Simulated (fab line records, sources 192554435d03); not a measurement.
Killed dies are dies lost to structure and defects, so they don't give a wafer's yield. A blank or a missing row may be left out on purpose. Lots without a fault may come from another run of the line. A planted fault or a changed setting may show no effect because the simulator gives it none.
A struck lot beside a sound one | flow n5_finfet | 15 steps out of a route of 1938
Sound: wafers L636.3, L636.4, L636.6. Struck: wafer L648.4. (L648.1, L648.6 of the same lot were not struck and are left out.) The cause comes at the end.
At each step with rows: each side's tool, then ch and its chambers, then its first start. Under that, the readings that differ: sound wafers | struck wafers | difference of the means | sigmas: that difference in standard deviations of wafers without a fault.
alike: readings whose means differ by less than 2 such deviations, and words and numbers that are the same on both sides. not compared: withheld readings, readings that some wafer has no value for, bounds like >300 that may hide the same value, and numbers for which the record gives no deviation and whose values overlap.
The two part at a step that has a row with sigmas, a row that says differs or no value, or rows on one side only. Numbers that don't overlap but have no deviation are shown without sigmas and don't part them. A reading that every wafer of one side lacks parts them only if that side has two wafers or more.

first, 7 steps without rows for these wafers: N5_BEOL_M10_COAT_64 (time 60 s, resist thk 30 nm); N5_BEOL_M10_COAT_22 (resist thk 90 nm); N5_BEOL_M10_EBR_24; N5_BEOL_M10_SOFTBAKE_23 (time 60 s); N5_BEOL_M10_EXPOSE_25 (exposes mask V9); N5_BEOL_M10_PEB_26 (peb time 60 s); N5_BEOL_M10_DEVELOP_27 (develop time 30 s).
N5_BEOL_M10_CD_MEAS_28: target cd 70 nm.
  sound on cd_sem-03 ch 0, day 12 11:59; struck on cd_sem-02 ch 0, day 14 22:05
  alike: cd_nm
N5_BEOL_M10_OVL_MEAS_29:
  sound on overlay-01 ch 0, day 12 12:01; struck on overlay-01 ch 0, day 14 22:07
  alike: V9_OVL
N5_BEOL_M10_INSPECT_30: inspects for defects (brightfield).
  sound on defect_inspect-01, day 12 12:03; struck on defect_inspect-02, day 14 22:08
  alike: raw_defect_count
N5_BEOL_M10_DESCUM_33: chemistry O2, time 7.9 s.
  sound on rie_diel-02 ch 2,3, day 12 12:48; struck on rie_diel-02 ch 0, day 14 23:12
  reading               | sound          | struck | difference | sigmas
  oes_product_au (a.u.) | 0.79 0.89 0.90 | 0.69   | -0.17      | -2
  alike: drypump_motor_current_A, rf_vpp_V, showerhead_plenum_p_Torr, throttle_valve_pct
  not compared: rf_hours_counter_h
N5_BEOL_M10_ETCH_65: etches SiARC in CF4, target depth 39 nm, time 65 s.
  sound on rie_diel-02 ch 2,3, day 12 12:50; struck on rie_diel-02 ch 0, day 14 23:14
  reading               | sound          | struck | difference | sigmas
  oes_product_au (a.u.) | 0.69 0.75 0.75 | 0.58   | -0.15      | -3
  alike: drypump_motor_current_A, etch_rf_on_time_s, mfc_ar_sccm, rf_vpp_V, showerhead_plenum_p_Torr, throttle_valve_pct
  not compared: rf_hours_counter_h
N5_BEOL_M10_ETCH_66: etches SOC in N2/H2, target depth 120 nm, overetch 24 nm, time 180 s.
  sound on rie_diel-02 ch 2,3, day 12 12:53; struck on rie_diel-02 ch 0, day 14 23:17
  reading                                     | sound             | struck | difference | sigmas
  run_length_s (s)                            | 204.2 203.2 203.3 | 195.5  | -8.1       | -22
  model.SiARC_of_BEOL_M10_COAT_64.thk_nm (nm) | 22.4 22.6 22.8    | 23.2   | +0.6       |
  alike: drypump_motor_current_A, n2_flow_sccm, oes_product_au, rf_vpp_V, showerhead_plenum_p_Torr, throttle_valve_pct
  not compared: rf_hours_counter_h
then, 2 steps without rows for these wafers: N5_BEOL_M10_STRIP_69 (strips in N2/H2); N5_PASSIVATION_PROBE_49.

WHERE THEY PART
First at N5_BEOL_M10_DESCUM_33; last, within this record, at N5_BEOL_M10_ETCH_66.

WHY: what the simulator had put in
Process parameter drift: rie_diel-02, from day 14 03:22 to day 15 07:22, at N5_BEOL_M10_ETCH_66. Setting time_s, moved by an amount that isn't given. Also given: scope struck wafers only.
